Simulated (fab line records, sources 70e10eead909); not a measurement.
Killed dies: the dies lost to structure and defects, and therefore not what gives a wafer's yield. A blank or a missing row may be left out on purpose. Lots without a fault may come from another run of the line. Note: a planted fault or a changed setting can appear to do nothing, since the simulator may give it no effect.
Matching of chambers    flow nand harc    3 sister chambers for NHARC_A_BONDPAD_DEP_00 on pecvd-03
The step deposits SiCN, target thk 250 nm. 3 wafers are shown with their chamber, then 12 later ones without.

== WAFERS WITH THEIR CHAMBER ==
wafer   chamber  heater power w (W)
L086.1  0        550
L087.4  2        510
L087.6  1        666

== WAFERS WHOSE CHAMBER IS MISSING ==
wafer   heater power w (W)
L090.1  619
L090.3  606
L090.6  615
L088.1  600
L088.5  598
L088.6  563
L095.1  503
L095.5  554
L095.6  483
L096.1  634
L096.3  525
L096.5  507

== EACH ONE'S CHAMBER ==
wafer   from the rows above           in truth
L090.1  can't be placed: 1 or 0 or 2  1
L090.3  can't be placed: 0 or 1 or 2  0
L090.6  can't be placed: 1 or 0 or 2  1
L088.1  can't be placed: 0 or 1 or 2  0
L088.5  can't be placed: 0 or 1 or 2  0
L088.6  can't be placed: 0 or 2       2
L095.1  can't be placed: 2 or 0       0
L095.5  can't be placed: 0 or 2       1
L095.6  can't be placed: 2 or 0       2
L096.1  can't be placed: 1 or 0       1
L096.3  can't be placed: 2 or 0       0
L096.5  can't be placed: 2 or 0       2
Placed correctly: 0 of 12. From these rows, 12 cannot be placed; in 11 the true chamber is one of the candidates. 0 placed wrongly.
How it was worked out, from the rows above alone: a wafer's distance from a chamber is the root of the sum, over the readings, of the square of ((its reading less the chamber's mean) divided by the reading's scatter). If the next closest chamber is less than 2 further off than the closest, the wafer can't be placed; otherwise it belongs to the closest. The mean given for a chamber averages the wafers shown for that chamber. The scatter: root of mean squared gap, hidden wafer to nearest shown wafer, with one shown wafer a chamber.
